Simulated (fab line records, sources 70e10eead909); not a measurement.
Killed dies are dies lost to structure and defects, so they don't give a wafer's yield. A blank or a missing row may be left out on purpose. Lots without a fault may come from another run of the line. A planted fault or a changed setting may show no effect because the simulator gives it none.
fab line records | flow nand_harc
record lots=6 wafers=18 last_day=34
route steps=1302 shown A_SLIT@944 A_SIN_REMOVE@947 A_WL_FILL@952 A_CONTACT@983 END@1302
lots that met no fault: from a run of the same line without faults
start_h: hours from the record's first day to the start of the lot's first wafer shown | wait_h: hours since the lot's step before | " the same as in the row above | L1.1+2: a row that stands for several wafers | - no value, or no start given | * or withheld: withheld | < > ~ a bound
route shown NAME@n: a module of which the file shows steps, and the number in the route of the first | usual: mean/standard deviation of fault-free wafers | same: alike in all rows | chamber/n: place in a boat | sites: the reading at each site | _std_site: their standard deviation | _edge_site: outer sites' mean less inner sites' | radius_mm: how far each site lies from the wafer's centre | mask NAME#n: copy n | behind: the tool/chamber that last shaped the wafer | hold: why the lot was held/for how many hours/how that ended | device: the transistor (n, p or np) that didn't switch | end of line: the same wafers' tests at the end of the route | a step without rows: its recipe alone | killed: dies lost to structure and defects at the first sort, not the wafer's yield | map: a wafer's dies, x killed, . not, _ none there
set.NAME: the setting as run; set.NAME@STEP: as run at that earlier step | model.NAME: the simulator's own value behind a step, which no gauge read
lots at some steps of the route; a table a step, a row a wafer
services: from which hour (start_h, from the record's first day; less than 0 if before it) a tool's chamber was out of use, for how many hours, and why
## steps
# step NHARC_A_SLIT_PRECLEAN_19
# recipe time_s=* temp_c=50 bath_age_min=0 chemistry=SC1
# step NHARC_A_SLIT_SRD_20
# step NHARC_A_SLIT_CD_MEAS_21
# usual cd_nm=289.7/0.95
# columns lot.wafer tool chamber start_h wait_h cd_nm
L748.2 cd_sem-02 - 467.08 - 288.4
L748.4 " - " " 289.6
L748.6 " - " " 289.4
L750.2 cd_sem-02 - 479.72 - 288.4
L750.3 " - " " 289.1
L750.5 " - " " 289.2
L752.1 cd_sem-03 - 487.19 - 289.4
L752.2 " - " " 288.8
L752.5 " - " " 289.0
L761.1 cd_sem-02 - 593.13 - 289.6
L761.4 " - " " 289.1
L761.5 " - " " 289.4
L762.1 cd_sem-03 - 603.60 - 290.5
L762.2 " - " " 290.8
L762.5 " - " " 290.2
L771.2 cd_sem-01 - 696.26 - 290.4
L771.4 " - " " 290.6
L771.6 " - " " 289.8
# step NHARC_A_SIN_REMOVE_WET_00
# recipe temp_c=160 time_s=15300 chemistry=H3PO4
# step NHARC_A_SIN_REMOVE_PRECLEAN_01
# recipe time_s=* temp_c=50 bath_age_min=0 chemistry=SC1
# step NHARC_A_SIN_REMOVE_SRD_02
# step NHARC_A_SIN_REMOVE_INSPECT_04
# usual raw_defect_count=372/76
# columns lot.wafer tool chamber start_h wait_h raw_defect_count
L748.2 defect_inspect-01 - 473.76 0.1 400
L748.4 " - " " 317
L748.6 " - " " 282
L750.2 defect_inspect-01 - 486.36 0.0 277
L750.3 " - " " 244
L750.5 " - " " 319
L752.1 defect_inspect-02 - 493.77 0.0 532
L752.2 " - " " 429
L752.5 " - " " 346
L761.1 defect_inspect-01 - 599.78 0.0 591
L761.4 " - " " 474
L761.5 " - " " 427
L762.1 defect_inspect-01 - 610.25 0.0 560
L762.2 " - " " 376
L762.5 " - " " 429
L771.2 defect_inspect-02 - 704.16 0.0 410
L771.4 " - " " 359
L771.6 " - " " 407
# step NHARC_A_WL_FILL_ALD_00
# recipe target_thk_a=30 pulse_time_s=3 ald_cycles=30 temp_c=300 material=Al2O3
# step NHARC_A_WL_FILL_RTA_01
# recipe temp_c=1000 time_s=5
# step NHARC_A_WL_FILL_ALD_02
# recipe target_thk_a=20 pulse_time_s=3 ald_cycles=100 temp_c=450 material=TiN
# usual heater_power_w=1058/110 precursor_pulse_height_rel=0.998/0.019
# columns lot.wafer tool chamber start_h wait_h heater_power_w precursor_pulse_height_rel
L748.4 ald_metal-01 2 474.38 0.2 1015 1.011
L748.2 " 3 " " 1074 1.015
L748.6 " 0 " " 1094 0.981
L750.3 ald_metal-04 0 486.89 0.1 912 1.020
L750.2 " 3 " " 1032 0.991
L750.5 " 0 " " 918 0.999
L752.1 ald_metal-02 0 494.32 0.2 1055 1.034
L752.2 " 2 " " 929 1.003
L752.5 " 0 " " 1082 1.015
L761.4 ald_metal-04 0 600.41 0.2 930 1.011
L761.1 " 1 " " 1191 1.013
L761.5 " 2 " " 1290 1.017
L762.2 ald_metal-04 3 611.06 0.2 1018 0.985
L762.1 " 0 " " 927 1.013
L762.5 " 2 " " 1246 0.944
L771.4 ald_metal-02 2 705.32 0.1 892 0.987
L771.2 " 0 " " 1094 1.010
L771.6 " 1 " " 862 1.017
# step NHARC_A_WL_FILL_CVD_03
# recipe target_thk_a=400 temp_c=300 pressure_torr=40 wf6_flow_sccm=40 h2_flow_sccm=1600 ar_flow_sccm=1560 time_s=279 material=W
# usual heater_power_w=440/41 throttle_valve_pct=7.74/0.26
# columns lot.wafer tool chamber start_h wait_h heater_power_w throttle_valve_pct
L748.2 cvd_w-02 0 474.79 0.1 492 7.49
L748.4 " 0 " " 483 7.56
L748.6 " 1 " " 402 7.91
L750.2 cvd_w-02 0 487.39 0.1 477 7.75
L750.3 " 1 " " 388 8.00
L750.5 " 1 " " 394 7.91
L752.2 cvd_w-02 0 494.76 0.1 480 7.47
L752.1 " 1 " " 404 7.73
L752.5 " 1 " " 408 8.23
L761.1 cvd_w-02 0 600.83 0.1 490 7.28
L761.4 " 1 " " 396 7.85
L761.5 " 0 " " 498 7.53
L762.2 cvd_w-02 1 611.42 0.1 402 7.80
L762.1 " 0 " " 483 7.59
L762.5 " 1 " " 392 8.07
L771.2 cvd_w-01 0 705.72 0.1 483 7.51
L771.4 " 0 " " 500 7.61
L771.6 " 1 " " 418 8.08
# step NHARC_A_WL_FILL_ETCHBACK_04
# recipe target_depth_a=600 time_s=120 chemistry=NF3
# usual drypump_motor_current_A=5.88/0.26 oes_product_au=1.000/0.009
# columns lot.wafer tool chamber start_h wait_h drypump_motor_current_A oes_product_au rf_hours_counter_h
L748.2 rie_metal-01 0 475.11 0.3 5.77 1.005 1.1
L748.4 " 0 " " 5.76 0.995 -
L748.6 " 1 " " 5.81 0.997 -
L750.2 rie_metal-01 1 487.71 0.3 5.80 0.993 1.3
L750.3 " 0 " " 5.78 0.999 -
L750.5 " 0 " " 5.75 1.009 -
L752.2 rie_metal-03 0 495.12 0.3 5.65 1.002 2.9
L752.1 " 1 " " 6.13 0.995 2.3
L752.5 " 0 " " 5.67 1.013 -
L761.1 rie_metal-02 0 601.18 0.3 5.60 0.995 2.0
L761.4 " 0 " " 5.63 0.996 -
L761.5 " 0 " " 5.59 0.992 -
L762.1 rie_metal-01 1 611.79 0.3 5.81 0.996 0.1
L762.2 " 0 " " 5.81 1.000 0.1
L762.5 " 1 " " 5.81 0.994 -
L771.2 rie_metal-02 1 706.10 0.3 6.55 1.000 0.7
L771.4 " 0 " " 5.63 1.011 -
L771.6 " 1 " " 6.54 0.997 -
# step NHARC_A_WL_FILL_ETCHBACK_05
# recipe target_depth_a=220 time_s=60 temp_c=40 chemistry=Cl2/BCl3
# step NHARC_A_WL_FILL_STRIP_27
# recipe power_w=1500 temp_c=250 time_s=20 chemistry=N2/H2
# usual drypump_motor_current_A=5.9/0.43 heater_power_w=308/17 rf_refl_power_W=31/16 temp_c=250.00/0.17
# columns lot.wafer tool chamber start_h wait_h drypump_motor_current_A heater_power_w rf_hours_counter_h rf_refl_power_W temp_c
L748.2 plasma_asher-02 1 475.52 0.1 6.5 323 9 25 250.19
L748.4 " 1 " " 6.5 320 - 25 250.22
L748.6 " 0 " " 6.0 289 - 52 249.92
L750.2 plasma_asher-01 0 488.11 0.2 5.4 305 28 36 249.90
L750.3 " 1 " " 5.6 298 - 9 250.05
L750.5 " 1 " " 5.6 296 - 9 250.33
L752.1 plasma_asher-01 0 495.51 0.1 5.4 320 30 37 250.19
L752.2 " 1 " " 5.6 291 30 8 249.90
L752.5 " 0 " " 5.4 319 - 37 249.99
L761.1 plasma_asher-01 1 601.53 0.1 5.6 296 15 8 250.11
L761.4 " 1 " " 5.6 299 - 8 250.20
L761.5 " 1 " " 5.6 301 - 9 250.12
L762.1 plasma_asher-01 1 612.17 0.1 5.5 310 18 9 250.25
L762.2 " 0 " " 5.4 325 18 36 250.01
L762.5 " 1 " " 5.5 305 - 8 249.95
L771.2 plasma_asher-01 0 706.51 0.1 5.4 315 0 37 249.79
L771.4 " 0 " " 5.4 318 - 36 249.91
L771.6 " 0 " " 5.4 323 - 37 249.75
# step NHARC_A_WL_FILL_STRIP_28
# recipe time_s=1200 temp_c=72.5 chemistry=post_etch_residue_remover
# step NHARC_A_WL_FILL_PRECLEAN_06
# recipe time_s=300 chemistry=DIW
# step NHARC_A_WL_FILL_SRD_07
# step NHARC_A_WL_FILL_ANNEAL_08
# recipe temp_c=450 time_s=1800
# step NHARC_A_WL_FILL_ALD_10
# recipe target_thk_a=500 pulse_time_s=10 ald_cycles=500 temp_c=300 material=SiO2
# step NHARC_A_WL_FILL_ETCHBACK_16
# recipe target_depth_a=1200 time_s=24 c4f8_flow_sccm=withheld o2_flow_sccm=8 ar_flow_sccm=withheld rf_w=600 bias_w=800 chemistry=C4F8/O2/Ar
# usual oes_product_au=0.97/0.034 rf_vpp_V=723/4.9
# columns lot.wafer tool chamber start_h wait_h oes_product_au rf_hours_counter_h rf_vpp_V
L748.2 rie_diel-05 0 - - 0.97 3.5 719
L748.6 " 1 " " 0.99 - 721
L748.4 " 3 " " 0.98 - 723
L750.2 rie_diel-06 1 - - 0.99 0.3 722
L750.3 " 2 " " 0.99 0.3 730
L750.5 " 1 " " 1.00 - 720
L752.1 rie_diel-06 0 - - 0.97 0.4 725
L752.2 " 3 " " 0.99 0.5 729
L752.5 " 1 " " 1.00 - 721
L761.4 rie_diel-06 3 - - 0.99 2.7 728
L761.1 " 1 " " 0.98 3.4 722
L761.5 " 3 " " 0.99 - 731
L762.2 rie_diel-01 1 - - 0.96 1.4 716
L762.1 " 3 " " 0.95 1.3 718
L762.5 " 1 " " 0.96 - 717
L771.2 rie_diel-06 0 - - 0.99 1.2 727
L771.6 " 1 " " 1.01 - 722
L771.4 " 0 " " 1.00 - 726
# step NHARC_A_WL_FILL_STRIP_29
# recipe time_s=20 o2_flow_sccm=500 ar_flow_sccm=0 bias_w=0 chemistry=O2
# step NHARC_A_WL_FILL_ETCHBACK_17
# recipe target_depth_a=40 time_s=26.7 chemistry=Cl2/BCl3
# step NHARC_A_WL_FILL_PRECLEAN_18
# recipe time_s=30 chemistry=dHF
# step NHARC_A_WL_FILL_SRD_21
# step NHARC_A_WL_FILL_CVD_23
# recipe target_thk_a=400 temp_c=620 pressure_mtorr=200 time_s=800 material=poly-Si
# step NHARC_A_WL_FILL_ETCHBACK_26
# recipe target_depth_a=520 time_s=13.3 hbr_flow_sccm=150 rf_w=350 icp_w=350 bias_w=60 chemistry=HBr
# step NHARC_A_WL_FILL_PRECLEAN_30
# recipe time_s=10 chemistry=dHF
# step NHARC_A_WL_FILL_SRD_14
# step NHARC_A_WL_FILL_ALD_19
# recipe target_thk_a=20 pulse_time_s=3 ald_cycles=100 temp_c=450 material=TiN
# step NHARC_A_WL_FILL_CVD_20
# recipe target_thk_a=1000 temp_c=400 pressure_torr=40 wf6_flow_sccm=40 h2_flow_sccm=1600 ar_flow_sccm=1560 time_s=74 material=W
# usual heater_power_w=804/74 throttle_valve_pct=7.7/0.3
# columns lot.wafer tool chamber start_h wait_h heater_power_w throttle_valve_pct
L748.2 cvd_w-01 0 - - 834 7.4
L748.4 " 1 " " 741 8.2
L748.6 " 1 " " 753 7.9
L750.2 cvd_w-01 1 - - 765 8.0
L750.3 " 1 " " 760 7.9
L750.5 " 1 " " 735 7.8
L752.1 cvd_w-01 1 - - 744 7.8
L752.2 " 0 " " 858 7.4
L752.5 " 1 " " 758 8.1
L761.1 cvd_w-02 0 - - 871 7.5
L761.4 " 0 " " 889 7.5
L761.5 " 1 " " 724 7.9
L762.2 cvd_w-01 0 - - 891 7.3
L762.1 " 1 " " 761 7.7
L762.5 " 0 " " 858 7.4
L771.2 cvd_w-01 1 - - 782 8.2
L771.4 " 1 " " 743 7.9
L771.6 " 1 " " 773 8.2
# step NHARC_A_WL_FILL_CMP_12
# recipe t_overpolish_s=30 target_thk_nm=100
# step NHARC_A_WL_FILL_SRD_31
# step NHARC_A_WL_FILL_INSPECT_15
# usual raw_defect_count=455/120
# columns lot.wafer tool chamber start_h wait_h raw_defect_count
L748.2 defect_inspect-02 - 494.68 0.0 619
L748.4 " - " " 740
L748.6 " - " " 348
L750.2 defect_inspect-01 - 504.63 0.0 428
L750.3 " - " " 350
L750.5 " - " " 332
L752.1 defect_inspect-01 - 514.75 0.0 618
L752.2 " - " " 591
L752.5 " - " " 500
L761.1 defect_inspect-01 - 617.88 0.0 768
L761.4 " - " " 516
L761.5 " - " " 545
L762.1 defect_inspect-01 - 628.53 0.0 412
L762.2 " - " " 522
L762.5 " - " " 327
L771.2 defect_inspect-02 - 722.87 0.0 506
L771.4 " - " " 402
L771.6 " - " " 483
# step NHARC_A_CONTACT_DEP_24
# recipe target_thk_a=5000 temp_c=400 pressure_torr=6.5 rf_w=900 teos_flow_sccm=161.4 flow_sccm=2650 target_thk_nm=500 gas=O2 material=SiO2
# step NHARC_A_CONTACT_DEP_28
# recipe target_thk_a=70000 temp_c=400 material=aC
# step NHARC_END_SORT_01
# recipe temp_c=25
# usual killed_at_array=56/19 killed_at_other=1.0/1.3 killed_at_periphery=3.8/2.2 killed_dies=61/19 killed_open=3.1/1.9 killed_short=2.3/1.5
# same gross_dies=677
# columns lot.wafer tool chamber start_h wait_h killed_at_array killed_at_other killed_at_periphery killed_dies killed_open killed_short
L761.1 prober-02 0 700.63 2.5 78 2 10 90 4 2
L761.5 prober-02 0 703.82 3.7 390 3 3 396 4 3
L762.2 prober-01 0 705.11 2.8 51 0 1 52 2 1
L762.5 prober-01 0 707.52 3.7 392 3 2 397 2 3
# killed by level:class
L761.1 A_SLIT:chamber_film_flake=35 A_CHANNEL_HOLE_D1:chamber_film_flake=29 P_M1:chamber_film_flake=7 A_CONTACT:chamber_film_flake=5 A_ONON_D2:geometric_particle:open=2 A_WL_FILL:geometric_particle:short=2 P_STI:chamber_film_flake=2 THIN_TSV:chamber_film_flake=2
L761.5 A_WL_FILL:area_cvd=319 A_SLIT:chamber_film_flake=30 A_CHANNEL_HOLE_D1:chamber_film_flake=28 A_CONTACT:chamber_film_flake=5 THIN_TSV:chamber_film_flake=3 A_CHANNEL_FILL_D1:geometric_particle:open=2 P_M1:chamber_film_flake=2 P_STI:geometric_particle:open=1
L762.2 A_CHANNEL_HOLE_D1:chamber_film_flake=31 A_SLIT:chamber_film_flake=7 A_CONTACT:chamber_film_flake=4 A_STAIRCASE:chamber_film_flake=3 A_BONDPAD:chamber_film_flake=2 A_SOURCE_PLATE:geometric_particle:short=1 A_DECK1_JOINT:geometric_particle:open=1 A_WL_FILL:geometric_particle:open=1
L762.5 A_WL_FILL:area_cvd=341 A_CHANNEL_HOLE_D1:chamber_film_flake=29 A_CONTACT:chamber_film_flake=9 THIN_TSV:chamber_film_flake=3 A_DECK1_JOINT:geometric_particle:open=2 A_STAIRCASE:chamber_film_flake=2 A_SLIT:chamber_film_flake=2 A_BONDPAD:chamber_film_flake=2
# map L761.5 (x killed, . not)
____________x____________
_________xxxxxxx_________
_______xxxxxxxxxxx_______
______xxxxxxxxxxxxx______
_____xxxxxxxxxxxxxxx_____
____xx.xxxxxxxxxxxxxx____
____xxx.x.xx.xxxxxxxx____
___xxxxx.x.x.x.xxxxxxx___
___.x.x.....x..xxxxxxx___
__xx.......x...x.xxxxxx__
__xx.xx.......xx.xxxxxx__
_x...........x..xxxxxxxx_
_x.xx.x.......x...xxxxxx_
_xx..............xxx.xxx_
_xxx......x........xxxxx_
_x................xxxxxx_
.xx.x........x....x.xxxxx
xxxx..............x.xxxxx
x..x..............xxxxxxx
xxxx.............x.xxxxxx
xxx..........x.....xxxxxx
_xx.x...........x.xxxxxx_
_xxx.............xxxxxxx_
_xx...............xxxxxx_
_xx..x.....x....xx.xxxxx_
_xxx.............xxxxxxx_
__xxx.x.....x.x.x.xxxxx__
__xxxxx........x.xxxxxx__
___xx.xxx...x..xxxxxxx___
___xxxxxx..x.x.x.xxxxx___
____xxxxxx.xx..xxxxxx____
____xxxxxxx.xxxxxxxxx____
_____xxxxxxxxxxxxxxx_____
______xxxxxxxxxxxxx______
_______xxxxxxxxxxx_______
_________xxxxxxx_________
____________x____________
# map L762.5 (x killed, . not)
____________x____________
_________xxxxxxx_________
_______xxxxxxxxxxx_______
______xxxxxxxxxxxxx______
_____xxxxxxxxxxxxxxx_____
____xxxxxxxxxxxxxxxxx____
____xxxxxxxxxxxxxxxxx____
___xxxxxxxxx.xx.xxxxxx___
___xxxxx...x.xxxxxxxxx___
__xxxxxx.xx......xxxxxx__
__xxx.x.xxx..x...xxxxxx__
_xxxxxx........x..xxxxxx_
_xxxxx.xx...x.x....xxxxx_
_xxxx.......x......xxxxx_
_xxxxx.....x..x...xxxxxx_
_xxxxx......x.....x.xxxx_
xxxxx..........x...xxxxxx
xxxxxx.............xxxxxx
xxx.xx......x..x..xxxxxxx
xxxx................xxxxx
xxxx................xxxxx
_xxxxx.........x..x.xxxx_
_xxxxxx.............xxxx_
_xxx.x.......x......xxxx_
_xxx.x..............xxxx_
_xxxx..............x.xxx_
__xx...............xxxx__
__xxxx.............xxxx__
___xxxxxx.x....x...xxx___
___xxx.x...........xxx___
____xxx.x........xxxx____
____xx.xx.x.x.x.x.xxx____
_____xxxxxxx.x.xxxxx_____
______xxxxx.x.xx.xx______
_______xxxxxxxxxxx_______
_________xxxxxxx_________
____________x____________
## services
# columns tool chamber start_h hours kind
plasma_asher-01 - 450.46 6.5 repair
ald_metal-04 1 470.09 6.0 repair
ald_metal-04 - 474.00 10.0 pm
rie_diel-06 - 484.20 9.0 pm
plasma_asher-01 - 519.00 9.0 pm
rie_diel-06 0 523.21 4.6 repair
rie_metal-01 - 528.47 0.2 repair
cvd_w-01 1 535.56 2.7 repair
cvd_w-02 0 536.92 12.9 repair
cvd_w-01 - 547.08 13.0 pm
ald_metal-04 0 574.69 8.1 repair
rie_metal-01 - 575.00 9.0 pm
rie_diel-06 3 597.05 6.7 repair
cvd_w-02 - 631.00 13.0 pm
cvd_w-01 0 633.03 17.1 repair
ald_metal-04 0 643.82 5.0 repair
cvd_w-01 1 651.74 13.6 repair
plasma_asher-01 - 654.31 7.9 repair
ald_metal-04 0 654.56 2.7 repair
rie_diel-06 - 661.20 9.0 pm
cvd_w-01 - 679.20 1.2 repair
rie_diel-06 1 684.15 13.3 repair
plasma_asher-01 - 696.00 9.0 pm
rie_diel-06 3 715.84 15.2 repair
## key
first_sign step=NHARC_END_SORT_01 reading=killed_at_array direction=up sigmas=18 usual=56 struck=391
effect step=NHARC_END_SORT_01 reading=killed_dies direction=up sigmas=18 usual=61 struck=396
more_kills_born_at NHARC_A_WL_FILL_CVD_03@cvd_w-02=660
met_at NHARC_A_WL_FILL_CVD_03
struck_wafers L761.5,L762.5
later_rows_left_out L762.5
tester_left_out L761,L762
onset_between 494.76 600.83
fault kind=process_parameter_drift tool=cvd_w-02 chamber=- onset_h=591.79 steps=NHARC_A_WL_FILL_CVD_03 channel=target_thk_a offset=* shape=step end_h=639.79 scope=struck_wafers_only acts_in=* stated=*
# tester_left_out: of these lots the tester's yield and bins aren't shown, on N5 and GAA mostly nor the transistor test; their killed dies are dies lost to structure and defects alone, not to doping, threshold or leakage, so they don't give the yield
# later_rows_left_out: the simulator's readings of these wafers behind a module that went badly wrong aren't trusted and aren't shown, but for the sort
